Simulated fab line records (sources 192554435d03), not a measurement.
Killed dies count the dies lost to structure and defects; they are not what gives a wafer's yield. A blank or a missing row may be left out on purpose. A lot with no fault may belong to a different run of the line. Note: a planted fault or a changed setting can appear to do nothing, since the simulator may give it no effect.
Which tool was responsible? -- flow n5 finfet -- 11 lots with 32 wafers sampled at 5 steps, on a route of 1938 steps

== WHAT EACH GAUGE READ, for each wafer ==
N5_STI_FIN_REVEAL_INSPECT_13: inspects for defects (darkfield). Usual: raw defect count reads 12 (standard deviation 5.1).
lot,measured,on,raw defect count,flag
L644,day 2 19:47,defect inspect-01,4 6 8,
L647,day 3 12:48,defect inspect-01,12 9 12,
L648,day 3 18:31,defect inspect-01,14 12 10,
L649,day 4 00:37,defect inspect-01,8 15 12,
L650,day 4 07:02,defect inspect-02,12 11 9,
L654,day 5 09:10,defect inspect-02,6 18 4,
L657,day 6 00:32,defect inspect-02,19 10 13,
L661,day 7 03:13,defect inspect-01,1250 15 7,OFF
L664,day 7 19:49,defect inspect-02,7 12 5,
L665,day 8 00:21,defect inspect-02,12 26,
L666,day 8 08:15,defect inspect-01,17 9 5,

N5_DUMMY_GATE_OVL_MEAS_16. Usual: GATE_OVL 0.5 nm, standard deviation 0.6.
lot,measured,on,GATE_OVL (nm),flag
L644,day 3 06:07,overlay-02,0.4 0.6 0.3,
L647,day 3 21:27,overlay-01,0.9 1.1 0.2,
L648,day 4 03:23,overlay-01,-0.2 -0.6 -0.4,
L649,day 4 09:49,overlay-01,1.6 1.3 0.7,
L650,day 4 15:36,overlay-02,-0.3 -0.6 -0.2,
L654,day 5 17:43,overlay-02,-0.4 -0.9 0.1,
L657,day 6 09:15,overlay-02,0.6 0.3 0.2,
L661,day 7 12:21,overlay-02,0.4 -0.3 -0.6,
L664,day 8 04:22,overlay-02,0.1 0.2 0.1,
L665,day 8 09:00,overlay-01,0.1 0.6,
L666,day 8 16:47,overlay-02,0.0 -0.5 -0.2,

== EACH LOT AND THE TOOL THAT RAN IT (in order: tool; ch and the chambers of the sampled wafers; start) ==
lot,N5_FIN_CUT_CUT_ETCH_27,N5_STI_FIN_REVEAL_ALD_00,N5_STI_FIN_REVEAL_CMP_04
L644,"rie diel-02 ch 0,1,3, day 2 10:39","ald sin-01 ch 0,1,3, day 2 11:07","cmp-02 ch 0,1,3, day 2 16:13"
L647,"rie diel-06 ch 0,1,2, day 3 03:22","ald sin-04 ch 0,2,3, day 3 03:55","cmp-03 ch 0,1,2, day 3 09:01"
L648,"rie diel-02 ch 0,1,3, day 3 09:12","ald sin-01 ch 1,3, day 3 09:41","cmp-03 ch 1,2,3, day 3 14:46"
L649,"rie diel-06 ch 1,3, day 3 15:07","ald sin-03 ch 0,1,3, day 3 15:38","cmp-04 ch 0,2,3, day 3 20:48"
L650,"rie diel-04 ch 0,2, day 3 21:18","ald sin-03 ch 0,2,3, day 3 21:46","cmp-04 ch 1,2,3, day 4 03:28"
L654,"rie diel-04 ch 0,1,2, day 4 22:22","ald sin-01 ch 0,1,2, day 5 00:29","cmp-04 ch 1,2, day 5 05:35"
L657,"rie diel-06 ch 0,1, day 5 15:01","ald sin-03 ch 1,3, day 5 15:50","cmp-03 ch 0,2, day 5 20:58"
L661,"rie diel-02 ch 1,2,3, day 6 17:47","ald sin-01 ch 0,3, day 6 18:28","cmp-04 ch 0,1,3, day 6 23:34"
L664,"rie diel-06 ch 0,1,3, day 7 10:21","ald sin-03 ch 0,2,3, day 7 10:53","cmp-03 ch 0,1,2, day 7 16:13"
L665,"rie diel-06 ch 1,3, day 7 15:11","ald sin-03 ch 2,3, day 7 15:39","cmp-02 ch 0,2, day 7 20:50"
L666,"rie diel-06 ch 0,3, day 7 21:13","ald sin-03 ch 1,2, day 7 21:55","cmp-02 ch 1,2,3, day 8 03:05"
- N5_FIN_CUT_CUT_ETCH_27: etches SiO2 in CHF3/O2, target depth 4 nm, overetch 2 nm, time 4.9 s.
- N5_STI_FIN_REVEAL_ALD_00: deposits SiO2, target thk 1 nm, pulse time 1 s.
- N5_STI_FIN_REVEAL_CMP_04: polishes, stops on Si3N4, t overpolish 4 s, target thk 131.83 nm.

== WHAT THE TOOLS THEMSELVES READ (means of the sampled wafers that have a number; where no wafer has one, the mark that the record gives instead) ==
N5_FIN_CUT_CUT_ETCH_27. Usual: O2_flow_sccm 4.998 sccm, standard deviation 0.015; drypump motor current A 5.7 A, standard deviation 0.38; oes product au 0.65 a.u., standard deviation 0.065; rf fwd power W 642.8 W, standard deviation 2.3; rf vpp V 522 V, standard deviation 6.6; showerhead plenum p Torr 2.44 Torr, standard deviation 0.097; throttle valve pct 18.74 %, standard deviation 0.25.
lot,tool,O2_flow_sccm (sccm),drypump motor current A (A),oes product au (a.u.),rf fwd power W (W),rf vpp V (V),showerhead plenum p Torr (Torr),throttle valve pct (%),flag
L644,rie diel-02,5.005,5.5,0.71,642.4,521,2.56,18.61,
L647,rie diel-06,5.002,5.9,0.68,643.2,521,2.41,18.62,
L648,rie diel-02,4.982,5.6,0.70,642.5,521,2.56,18.62,
L649,rie diel-06,5.006,5.8,0.66,643.9,527,2.46,18.57,
L650,rie diel-04,4.984,5.4,0.65,642.2,523,2.35,18.83,
L654,rie diel-04,4.991,5.5,0.60,642.4,526,2.37,18.83,
L657,rie diel-06,5.013,5.8,0.63,642.1,520,2.32,18.74,
L661,rie diel-02,4.991,6.0,0.68,642.3,518,2.48,18.64,
L664,rie diel-06,4.996,5.8,0.63,642.8,523,2.38,18.69,
L665,rie diel-06,4.989,5.9,0.65,644.2,524,2.42,18.58,
L666,rie diel-06,4.995,5.6,0.59,644.1,525,2.36,18.84,

N5_STI_FIN_REVEAL_ALD_00. Usual: heater power w 471 W, standard deviation 51; precursor pulse height rel 1.000, standard deviation 0.023; susceptor temp C 300.00 C, standard deviation 0.2.
lot,tool,heater power w (W),precursor pulse height rel,susceptor temp C (C),flag
L644,ald sin-01,475,0.987,299.79,
L647,ald sin-04,451,0.972,299.81,
L648,ald sin-01,488,1.004,299.93,
L649,ald sin-03,441,1.005,300.11,
L650,ald sin-03,495,1.018,300.09,
L654,ald sin-01,445,1.012,299.99,
L657,ald sin-03,423,0.993,300.19,
L661,ald sin-01,476,1.003,300.27,
L664,ald sin-03,495,1.005,299.94,
L665,ald sin-03,474,1.018,300.17,
L666,ald sin-03,496,1.016,299.86,

N5_STI_FIN_REVEAL_CMP_04. Usual: edge zone pressure frac 1.000, standard deviation 0.0051; motor current A 7.9 A, standard deviation 0.7; overpolish run s 4.000 s, standard deviation 0.0084; slurry filter dp kPa 13.49 kPa, standard deviation 0.14; time to endpoint s 103 s, standard deviation 5.1.
lot,tool,edge zone pressure frac,motor current A (A),overpolish run s (s),slurry filter dp kPa (kPa),time to endpoint s (s),flag
L644,cmp-02,1.001,7.9,4.003,13.67,109,
L647,cmp-03,0.999,8.3,4.003,13.64,96,
L648,cmp-03,1.000,8.7,4.003,13.41,96,
L649,cmp-04,1.000,7.3,4.000,13.47,103,
L650,cmp-04,0.998,7.7,4.000,13.46,104,
L654,cmp-04,1.003,7.7,3.994,13.42,111,
L657,cmp-03,1.002,8.1,3.997,13.57,98,
L661,cmp-04,1.002,7.9,4.000,13.53,106,
L664,cmp-03,0.997,7.9,4.003,13.50,100,
L665,cmp-02,1.004,7.6,4.002,13.44,104,
L666,cmp-02,0.999,7.8,4.003,13.53,104,

== THE ANSWER, worked out from the rows above alone ==
Rule: lot off if the mean of its wafers having a number is beyond 3 standard deviations from the usual mean. Also off: a lot with no number at a reading for which 4 or more lots have one. Where the step has rows for the other lots, those lots are counted as sound. First the gauges in route order, then the tools' own readings, where a lot's mean is used as printed above. The first step at which some lot is off is used, and at that step the reading that is off furthest; a lot without a number counts as furthest.
Off, at N5_STI_FIN_REVEAL_INSPECT_13 on raw defect count: L661.
A tool fits if, at a process step before that reading, it ran every lot that is off, and no sound lot after the first of them. Gauges at N5_STI_FIN_REVEAL_INSPECT_13: tried the same way as those tools. Can't be told from this: 3 tools fit, rie diel-02 at N5_FIN_CUT_CUT_ETCH_27, ald sin-01 at N5_STI_FIN_REVEAL_ALD_00, cmp-04 at N5_STI_FIN_REVEAL_CMP_04.

== WHAT THE SIMULATOR PUT IN ==
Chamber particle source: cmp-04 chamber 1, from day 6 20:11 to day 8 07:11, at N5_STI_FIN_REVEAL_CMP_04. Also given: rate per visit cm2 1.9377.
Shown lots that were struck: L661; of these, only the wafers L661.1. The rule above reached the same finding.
